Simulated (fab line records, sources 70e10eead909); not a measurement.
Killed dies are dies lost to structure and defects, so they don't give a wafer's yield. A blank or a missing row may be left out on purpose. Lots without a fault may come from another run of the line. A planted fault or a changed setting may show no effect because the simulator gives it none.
fab line records | flow nand_harc
record lots=24 wafers=72 last_day=24
route steps=1159 shown A_STAIRCASE@699 A_SLIT@780 A_WL_FILL@811
lots that met no fault: from a run of the same line without faults
start_h: hours from the record's first day to the start of the lot's first wafer shown | wait_h: hours since the lot's step before | " the same as in the row above | L1.1+2: a row that stands for several wafers | - no value, or no start given | * or withheld: withheld | < > ~ a bound
route shown NAME@n: a module of which the file shows steps, and the number in the route of the first | usual: mean/standard deviation of fault-free wafers | same: alike in all rows | chamber/n: place in a boat | sites: the reading at each site | _std_site: their standard deviation | _edge_site: outer sites' mean less inner sites' | radius_mm: how far each site lies from the wafer's centre | mask NAME#n: copy n | behind: the tool/chamber that last shaped the wafer | hold: why the lot was held/for how many hours/how that ended | device: the transistor (n, p or np) that didn't switch | end of line: the same wafers' tests at the end of the route | a step without rows: its recipe alone | killed: dies lost to structure and defects at the first sort, not the wafer's yield | map: a wafer's dies, x killed, . not, _ none there
set.NAME: the setting as run; set.NAME@STEP: as run at that earlier step | model.NAME: the simulator's own value behind a step, which no gauge read
steps of the route over a sample of lots; a table a step, a row a wafer
services: from which hour (start_h, from the record's first day; less than 0 if before it) a tool's chamber was out of use, for how many hours, and why
## steps
# step NHARC_A_STAIRCASE_ETCHBACK_416
# recipe target_depth_a=360 time_s=7.2 c4f8_flow_sccm=withheld o2_flow_sccm=8 ar_flow_sccm=withheld rf_w=600 bias_w=800 chemistry=C4F8/O2/Ar
# usual oes_product_au=0.942/0.029 rf_vpp_V=723/3.5
# same time_s=7.2
# columns lot.wafer tool chamber start_h wait_h oes_product_au rf_hours_counter_h rf_vpp_V
L074.2 rie_diel-09 2 - - 1.012 3 724
L074.1 " 3 " " 0.992 4 726
L074.4 " 0 " " 1.001 4 722
L075.1 rie_diel-07 1 - - 0.932 18 717
L075.4 " 3 " " 0.929 16 726
L075.6 " 1 " " 0.939 - 717
L077.4 rie_diel-09 1 - - 0.991 8 724
L077.5 " 3 " " 0.998 - 723
L077.6 " 0 " " 1.005 - 723
L076.1 rie_diel-06 0 - - 0.935 15 716
L076.4 " 2 " " 0.924 14 725
L076.6 " 1 " " 0.919 - 718
L079.3 rie_diel-06 2 - - 0.916 15 725
L079.4 " 3 " " 0.940 16 724
L079.5 " 2 " " 0.925 - 725
L078.2 rie_diel-09 1 - - 0.931 10 724
L078.4 " 3 " " 0.921 - 726
L078.6 " 0 " " 0.925 - 722
L080.4 rie_diel-07 3 - - 0.931 21 726
L080.3 " 1 " " 0.939 24 717
L080.6 " 2 " " 0.921 - 725
L081.1 rie_diel-06 2 - - 0.927 20 727
L081.5 " 2 " " 0.931 - 725
L081.4 " 1 " " 0.922 - 720
L083.3 rie_diel-09 3 - - 0.923 16 725
L083.4 " 0 " " 0.928 17 724
L083.5 " 3 " " 0.925 - 726
L082.1 rie_diel-09 2 - - 0.935 15 726
L082.5 " 1 " " 0.925 - 724
L082.6 " 2 " " 0.928 - 725
L084.1 rie_diel-09 2 - - 0.932 20 726
L084.4 " 3 " " 0.920 24 725
L084.5 " 1 " " 0.922 - 724
L085.4 rie_diel-07 1 - - 0.948 38 718
L085.2 " 2 " " 0.933 35 727
L085.6 " 1 " " 0.939 - 719
L086.2 rie_diel-09 0 - - 1.006 28 723
L086.6 " 2 " " 0.996 - 724
L086.5 " 3 " " 0.997 - 725
L087.2 rie_diel-07 0 - - 0.946 40 719
L087.5 " 3 " " 0.932 - 725
L087.6 " 0 " " 0.935 - 718
L089.1 rie_diel-06 3 - - 0.933 33 725
L089.4 " 3 " " 0.929 - 726
L089.5 " 1 " " 0.914 - 721
L090.2 rie_diel-09 0 - - 0.926 38 724
L090.1 " 1 " " 0.926 34 724
L090.5 " 0 " " 0.927 - 722
L088.2 rie_diel-07 1 - - 0.933 55 716
L088.5 " 2 " " 0.932 - 725
L088.4 " 1 " " 0.928 - 716
L093.3 rie_diel-07 1 - - 0.940 55 718
L093.6 " 3 " " 0.927 - 724
L093.5 " 1 " " 0.932 - 716
L091.3 rie_diel-06 0 - - 0.987 31 717
L091.5 " 0 " " 0.993 - 717
L091.4 " 1 " " 0.920 - 720
L092.3 rie_diel-06 1 - - 0.920 53 719
L092.4 " 3 " " 0.929 - 723
L092.6 " 1 " " 0.916 - 720
L094.4 rie_diel-06 2 - - 1.004 52 725
L094.3 " 0 " " 1.009 35 715
L094.2 " 1 " " 0.985 56 720
L095.3 rie_diel-07 3 - - 0.935 59 724
L095.4 " 0 " " 0.933 57 717
L095.6 " 0 " " 0.935 - 718
L096.3 rie_diel-07 1 - - 0.929 62 716
L096.4 " 3 " " 0.936 59 724
L096.5 " 1 " " 0.911 - 716
L097.3 rie_diel-07 0 - - 0.930 60 720
L097.5 " 1 " " 0.936 - 718
L097.6 " 2 " " 0.935 - 727
# step NHARC_A_STAIRCASE_DEP_417
# recipe target_thk_a=600 step_coverage_pct=20 temp_c=400 target_thk_nm=60 flow_sccm=200 rf_w=450 material=Si3N4
# usual heater_power_w=749/79
# columns lot.wafer tool chamber start_h wait_h heater_power_w
L074.1 pecvd-01 2 271.34 - 759
L074.2 " 0 " " 765
L074.4 " 2 " " 770
L075.1 pecvd-01 0 274.18 - 767
L075.4 " 0 " " 758
L075.6 " 2 " " 760
L077.4 pecvd-01 2 279.39 - 802
L077.6 " 0 " " 760
L077.5 " 1 " " 822
L076.1 pecvd-04 0 284.31 - 582
L076.4 " 2 " " 689
L076.6 " 1 " " 690
L079.3 pecvd-03 1 288.03 - 851
L079.4 " 0 " " 777
L079.5 " 1 " " 853
L078.2 pecvd-04 0 290.34 - 680
L078.6 " 0 " " 693
L078.4 " 1 " " 733
L080.3 pecvd-04 1 291.93 - 631
L080.6 " 1 " " 625
L080.4 " 2 " " 623
L081.1 pecvd-04 2 301.97 - 677
L081.4 " 2 " " 695
L081.5 " 1 " " 667
L083.3 pecvd-01 2 303.38 - 740
L083.4 " 0 " " 794
L083.5 " 2 " " 781
L082.1 pecvd-03 1 310.74 - 837
L082.6 " 0 " " 722
L082.5 " 2 " " 769
L084.1 pecvd-03 0 323.51 - 714
L084.5 " 0 " " 721
L084.4 " 2 " " 876
L085.2 pecvd-01 0 328.48 - 766
L085.4 " 1 " " 704
L085.6 " 1 " " 696
L086.2 pecvd-01 1 335.11 - 837
L086.6 " 1 " " 846
L086.5 " 0 " " 723
L087.2 pecvd-01 1 336.65 - 854
L087.5 " 0 " " 691
L087.6 " 1 " " 858
L089.1 pecvd-03 1 358.07 - 795
L089.4 " 0 " " 643
L089.5 " 1 " " 801
L090.2 pecvd-03 1 361.87 - 732
L090.1 " 2 " " 870
L090.5 " 0 " " 746
L088.2 pecvd-03 2 372.33 - 890
L088.4 " 1 " " 858
L088.5 " 2 " " 885
L093.3 pecvd-01 2 374.34 - 830
L093.5 " 0 " " 766
L093.6 " 1 " " 802
L091.3 pecvd-04 0 375.51 - 661
L091.4 " 2 " " 695
L091.5 " 1 " " 706
L092.3 pecvd-03 1 378.88 - 741
L092.4 " 2 " " 787
L092.6 " 0 " " 656
L094.3 pecvd-01 1 384.88 - 837
L094.2 " 0 " " 789
L094.4 " 0 " " 784
L095.3 pecvd-03 1 392.64 - 817
L095.6 " 2 " " 734
L095.4 " 1 " " 813
L096.3 pecvd-04 2 394.74 - 674
L096.4 " 1 " " 650
L096.5 " 0 " " 638
L097.3 pecvd-04 0 405.97 - 610
L097.6 " 1 " " 760
L097.5 " 0 " " 606
# step NHARC_A_SLIT_DEP_00
# recipe target_thk_a=32000 temp_c=400 material=aC
# usual throttle_valve_pct=35.000/0.0094
# columns lot.wafer tool chamber start_h wait_h throttle_valve_pct
L075.1 acl_dep-01 0 322.17 - 35.003
L075.4 " 0 " " 34.996
L075.6 " 0 " " 35.002
L074.1 acl_dep-02 0 322.39 - 35.009
L074.2 " 0 " " 34.986
L074.4 " 0 " " 35.010
L077.4 acl_dep-03 0 328.52 - 35.007
L077.5 " 0 " " 34.991
L077.6 " 0 " " 34.996
L078.2 acl_dep-01 0 334.58 - 35.005
L078.4 " 0 " " 34.998
L078.6 " 0 " " 34.992
L079.3 acl_dep-02 0 335.39 - 34.995
L079.4 " 0 " " 35.007
L079.5 " 0 " " 34.999
L076.1 acl_dep-01 0 336.20 1.8 34.996
L076.4 " 0 " " 35.013
L076.6 " 0 " " 34.996
L080.3 acl_dep-01 0 346.77 1.4 34.983
L080.4 " 0 " " 35.012
L080.6 " 0 " " 35.001
L081.1 acl_dep-01 0 357.64 0.5 34.995
L081.4 " 0 " " 34.992
L081.5 " 0 " " 34.999
L083.3 acl_dep-03 0 358.20 - 34.998
L083.4 " 0 " " 35.000
L083.5 " 0 " " 34.999
L082.1 acl_dep-03 0 365.75 - 34.998
L082.5 " 0 367.04 - 34.992
L082.6 " 0 " " 34.981
L084.1 acl_dep-02 0 379.23 - 34.991
L084.4 " 0 " " 34.993
L084.5 " 0 " " 34.987
L085.2 acl_dep-01 0 379.41 - 35.010
L085.4 " 0 " " 35.002
L085.6 " 0 " " 34.985
L087.2 acl_dep-02 0 390.83 - 34.991
L087.5 " 0 " " 34.991
L087.6 " 0 " " 34.994
L086.2 acl_dep-03 0 391.04 - 34.982
L086.5 " 0 " " 34.992
L086.6 " 0 " " 35.018
L089.1 acl_dep-01 0 408.10 - 35.015
L089.4 " 0 " " 35.001
L089.5 " 0 " " 34.993
L090.1 acl_dep-02 0 408.11 - 34.981
L090.2 " 0 " " 35.000
L090.5 " 0 " " 34.990
L088.2 acl_dep-03 0 423.82 - 35.006
L088.4 " 0 " " 35.014
L088.5 " 0 " " 35.007
L093.3 acl_dep-02 0 425.01 - 34.987
L093.5 " 0 " " 34.998
L093.6 " 0 " " 34.977
L091.3 acl_dep-03 0 426.13 - 34.993
L091.4 " 0 " " 35.006
L091.5 " 0 " " 35.006
L092.3 acl_dep-02 0 426.98 - 35.011
L092.4 " 0 " " 35.008
L092.6 " 0 " " 34.989
L095.3 acl_dep-02 0 443.02 - 35.005
L095.4 " 0 " " 35.011
L095.6 " 0 " " 34.999
L094.2 acl_dep-03 0 443.57 - 34.991
L094.3 " 0 " " 34.995
L094.4 " 0 " " 34.998
L096.3 acl_dep-01 0 443.71 - 34.997
L096.4 " 0 " " 35.004
L096.5 " 0 " " 35.019
L097.3 acl_dep-03 0 455.70 - 35.008
L097.5 " 0 " " 35.010
L097.6 " 0 " " 34.998
# step NHARC_A_SLIT_CD_MEAS_09
# recipe target_cd_nm=300 landing_energy_ev=500
# usual cd_nm=299.9/0.5
# same landing_energy_ev=500
# columns lot.wafer tool chamber start_h wait_h cd_nm
L075.1 cd_sem-01 0 324.84 - 301.0
L075.4 " 0 " " 300.3
L075.6 " 0 " " 300.1
L074.1 cd_sem-03 0 325.13 - 300.2
L074.2 " 0 " " 299.7
L074.4 " 0 " " 300.1
L077.4 cd_sem-02 0 330.21 - 298.8
L077.5 " 0 " " 300.5
L077.6 " 0 " " 300.2
L078.2 cd_sem-02 0 336.78 - 299.3
L078.4 " 0 " " 299.7
L078.6 " 0 " " 300.1
L079.3 cd_sem-02 0 337.42 - 299.9
L079.4 " 0 " " 300.0
L079.5 " 0 " " 299.4
L076.1 cd_sem-01 0 338.96 - 298.9
L076.4 " 0 " " 299.5
L076.6 " 0 " " 300.0
L080.3 cd_sem-01 0 348.66 - 300.5
L080.4 " 0 " " 300.4
L080.6 " 0 " " 300.6
L083.3 cd_sem-03 0 360.24 - 299.3
L083.4 " 0 " " 300.6
L083.5 " 0 " " 301.3
L081.1 cd_sem-01 0 360.53 - 299.5
L081.4 " 0 " " 300.2
L081.5 " 0 " " 300.0
L082.1 cd_sem-03 0 368.39 - 299.7
L082.5 " 0 " " 300.4
L082.6 " 0 " " 300.4
L085.2 cd_sem-01 0 381.62 - 299.5
L085.4 " 0 " " 299.6
L085.6 " 0 " " 299.0
L084.1 cd_sem-02 0 382.14 - 300.1
L084.4 " 0 " " 300.2
L084.5 " 0 " " 300.0
L087.2 cd_sem-03 0 393.01 - 299.6
L087.5 " 0 " " 299.9
L087.6 " 0 " " 299.7
L086.2 cd_sem-03 0 393.38 - 300.0
L086.5 " 0 " " 299.1
L086.6 " 0 " " 299.6
L089.1 cd_sem-03 0 410.75 - 299.6
L089.4 " 0 " " 298.8
L089.5 " 0 " " 299.0
L090.1 cd_sem-02 0 410.91 - 300.2
L090.2 " 0 " " 300.3
L090.5 " 0 " " 300.4
L088.2 cd_sem-01 0 426.18 - 300.2
L088.4 " 0 " " 300.2
L088.5 " 0 " " 300.3
L093.3 cd_sem-03 0 427.02 - 300.1
L093.5 " 0 " " 299.7
L093.6 " 0 " " 300.0
L091.3 cd_sem-01 0 428.03 - 300.3
L091.4 " 0 " " 301.0
L091.5 " 0 " " 299.6
L092.3 cd_sem-03 0 429.04 - 299.5
L092.4 " 0 " " 299.4
L092.6 " 0 " " 299.7
L095.3 cd_sem-01 0 445.04 - 299.6
L095.4 " 0 " " 299.9
L095.6 " 0 " " 299.6
L096.3 cd_sem-01 0 445.79 - 299.7
L096.4 " 0 " " 299.9
L096.5 " 0 " " 300.0
L094.2 cd_sem-03 0 445.93 - 299.7
L094.3 " 0 " " 300.5
L094.4 " 0 " " 299.1
L097.3 cd_sem-03 0 457.57 - 300.3
L097.5 " 0 " " 300.0
L097.6 " 0 " " 300.4
# step NHARC_A_SLIT_OVL_MEAS_10
# usual overlay_x_nm=0.3/0.68 overlay_y_nm=0.2/0.9
# columns lot.wafer tool chamber start_h wait_h overlay_x_nm overlay_y_nm
L075.1 overlay-02 - 324.92 - -0.9 0.3
L075.4 " - " " -0.5 0.2
L075.6 " - " " -0.9 0.7
L074.1 overlay-02 - 325.22 - -0.4 1.4
L074.2 " - " " -0.1 0.9
L074.4 " - " " -1.2 0.9
L077.4 overlay-01 - 330.30 - 0.8 0.0
L077.5 " - " " 1.0 0.4
L077.6 " - " " 0.4 0.2
L078.2 overlay-02 - 336.86 - -0.4 0.9
L078.4 " - " " -0.6 0.5
L078.6 " - " " -0.4 1.3
L079.3 overlay-01 - 337.50 - 1.2 -0.6
L079.4 " - " " 0.5 -0.6
L079.5 " - " " 1.3 -0.6
L076.1 overlay-02 - 339.05 - 0.1 -0.1
L076.4 " - " " 0.2 -0.4
L076.6 " - " " -0.1 -0.4
L080.3 overlay-02 - 348.75 - 0.6 -1.0
L080.4 " - " " 0.4 -0.9
L080.6 " - " " 1.4 -1.3
L083.3 overlay-01 - 360.32 - -0.5 -0.1
L083.4 " - " " -0.4 -0.7
L083.5 " - " " -0.5 -0.3
L081.1 overlay-02 - 360.62 - -0.1 0.7
L081.4 " - " " 0.5 0.7
L081.5 " - " " 0.6 1.1
L082.1 overlay-01 - 368.48 - 0.2 0.4
L082.5 " - " " 0.8 0.7
L082.6 " - " " 0.2 0.7
L085.2 overlay-01 - 381.71 - -0.3 0.2
L085.4 " - " " -0.1 0.0
L085.6 " - " " -0.1 0.1
L084.1 overlay-01 - 382.23 - -0.9 0.0
L084.4 " - " " -1.0 0.4
L084.5 " - " " -0.4 0.3
L087.2 overlay-01 - 393.10 - -0.4 1.4
L087.5 " - " " 0.6 1.6
L087.6 " - " " 0.4 1.2
L086.2 overlay-01 - 393.46 - -0.3 0.4
L086.5 " - " " -0.6 1.3
L086.6 " - " " -0.5 0.2
L089.1 overlay-01 - 410.84 - 0.1 1.1
L089.4 " - " " 0.2 1.4
L089.5 " - " " 0.1 1.3
L090.1 overlay-02 - 411.00 - 0.5 -0.3
L090.2 " - " " 0.5 -0.2
L090.5 " - " " 0.4 0.0
L088.2 overlay-01 - 426.27 - 0.5 -1.1
L088.4 " - " " 1.1 -1.5
L088.5 " - " " 1.0 -0.9
L093.3 overlay-02 - 427.11 - 1.0 2.0
L093.5 " - " " 1.1 2.7
L093.6 " - " " 1.3 2.3
L091.3 overlay-01 - 428.11 - 1.5 -0.2
L091.4 " - " " 1.4 0.1
L091.5 " - " " 1.5 -0.7
L092.3 overlay-02 - 429.12 - 0.7 -0.2
L092.4 " - " " 0.9 0.0
L092.6 " - " " 0.8 -0.6
L095.3 overlay-01 - 445.12 - 0.4 1.0
L095.4 " - " " 1.0 1.0
L095.6 " - " " 0.4 1.5
L096.3 overlay-02 - 445.87 - 0.2 0.2
L096.4 " - " " 0.8 -0.8
L096.5 " - " " 0.3 -0.3
L094.2 overlay-01 - 446.02 - 0.4 -1.2
L094.3 " - " " 0.2 -0.8
L094.4 " - " " 0.6 -1.2
L097.3 overlay-02 - 457.65 - 0.3 0.5
L097.5 " - " " 0.8 0.1
L097.6 " - " " 1.3 0.6
# step NHARC_A_WL_FILL_ALD_02
# recipe target_thk_a=20 pulse_time_s=3 ald_cycles=100 temp_c=450 material=TiN
# usual heater_power_w=1078/88 precursor_pulse_height_rel=1.001/0.019
# columns lot.wafer tool chamber start_h wait_h heater_power_w precursor_pulse_height_rel
L074.4 ald_metal-01 1 338.11 0.1 1078 0.988
L074.1 " 2 " " 1082 1.008
L074.2 " 3 " " 1031 0.982
L075.1 ald_metal-03 0 338.28 0.2 1190 1.022
L075.4 " 0 " " 1197 1.018
L075.6 " 3 " " 1078 1.013
L077.4 ald_metal-02 1 342.09 0.1 1169 1.005
L077.6 " 0 " " 1154 0.973
L077.5 " 1 " " 1125 1.024
L079.3 ald_metal-02 2 348.57 0.1 1106 1.015
L079.4 " 0 " " 1156 0.997
L079.5 " 2 " " 1133 0.991
L078.4 ald_metal-01 0 348.74 0.1 942 1.004
L078.2 " 2 " " 1051 0.989
L078.6 " 3 " " 1006 0.998
L076.1 ald_metal-03 3 348.80 0.2 1094 0.995
L076.6 " 1 " " 1086 0.993
L076.4 " 3 " " 1106 0.970
L080.3 ald_metal-02 3 361.87 0.2 924 0.991
L080.4 " 0 " " 1180 0.995
L080.6 " 2 " " 1078 1.019
L083.3 ald_metal-01 1 372.02 0.1 1088 0.988
L083.4 " 1 " " 1101 0.991
L083.5 " 0 " " 923 0.996
L081.1 ald_metal-03 2 372.27 0.3 1098 1.022
L081.4 " 3 " " 1118 0.998
L081.5 " 0 " " 1212 0.993
L082.1 ald_metal-01 2 380.43 0.4 1093 1.007
L082.5 " 1 " " 1065 0.993
L082.6 " 2 " " 1081 1.007
L085.2 ald_metal-03 2 395.73 0.2 1114 1.028
L085.4 " 0 " " 1224 0.972
L085.6 " 2 " " 1114 1.029
L084.1 ald_metal-01 1 395.75 0.2 1061 0.992
L084.4 " 3 " " 1029 0.975
L084.5 " 1 " " 1044 0.977
L086.2 ald_metal-03 0 405.10 0.2 1214 0.981
L086.5 " 2 " " 1070 0.971
L086.6 " 3 " " 1108 0.988
L087.2 ald_metal-02 0 405.22 0.2 1123 1.005
L087.6 " 0 " " 1122 0.991
L087.5 " 1 " " 1174 1.012
L089.1 ald_metal-02 2 422.79 0.2 1044 0.982
L089.4 " 0 " " 1149 1.004
L089.5 " 2 " " 1033 1.015
L090.2 ald_metal-01 2 423.13 0.2 1068 0.978
L090.1 " 3 " " 1029 1.034
L090.5 " 2 " " 1063 1.003
L088.4 ald_metal-02 2 438.01 0.1 1035 1.022
L088.2 " 0 " " 1124 1.015
L088.5 " 1 " " 1129 0.995
L093.3 ald_metal-03 1 438.02 0.2 1113 1.033
L093.5 " 3 " " 1137 1.004
L093.6 " 0 " " 1199 1.025
L091.4 ald_metal-03 0 438.16 0.2 1206 1.001
L091.3 " 2 " " 1136 0.988
L091.5 " 0 " " 1242 0.985
L092.4 ald_metal-02 2 441.30 0.1 1052 0.985
L092.3 " 0 " " 1115 0.986
L092.6 " 3 " " 916 1.001
L095.4 ald_metal-02 1 461.04 0.1 1161 1.009
L095.3 " 2 " " 1075 1.016
L095.6 " 1 " " 1131 1.004
L096.3 ald_metal-02 2 461.26 0.2 1081 1.033
L096.4 " 0 " " 1147 0.988
L096.5 " 3 " " 915 0.971
L094.3 ald_metal-03 2 461.30 0.2 1100 1.010
L094.2 " 0 " " 1205 1.003
L094.4 " 1 " " 1112 1.025
L097.3 ald_metal-01 2 469.56 0.2 1075 0.982
L097.6 " 0 " " 824 1.028
L097.5 " 1 " " 1183 0.996
## services
# columns tool chamber start_h hours kind
rie_diel-09 - 254.11 9.0 pm
pecvd-03 1 261.52 1.9 repair
rie_diel-09 1 282.27 4.0 repair
rie_diel-09 2 285.48 8.2 repair
pecvd-03 - 292.13 13.0 pm
acl_dep-01 - 294.47 13.0 pm
rie_diel-07 1 310.76 2.2 repair
ald_metal-03 - 322.00 10.0 pm
pecvd-01 2 328.29 33.3 repair
ald_metal-03 2 335.84 25.2 repair
rie_diel-07 2 340.48 15.5 repair
acl_dep-02 - 351.03 13.0 pm
ald_metal-02 1 354.27 4.6 repair
ald_metal-02 0 354.89 6.0 repair
rie_diel-09 3 360.57 16.6 repair
ald_metal-02 - 364.00 10.0 pm
rie_diel-07 0 369.47 11.3 repair
rie_diel-07 - 372.31 0.6 repair
rie_diel-09 2 387.51 13.8 repair
ald_metal-02 0 397.28 4.0 repair
rie_diel-07 - 405.36 9.0 pm
acl_dep-03 - 405.65 13.0 pm
pecvd-01 - 418.47 13.0 pm
rie_diel-07 1 422.99 18.9 repair
## key
fault none
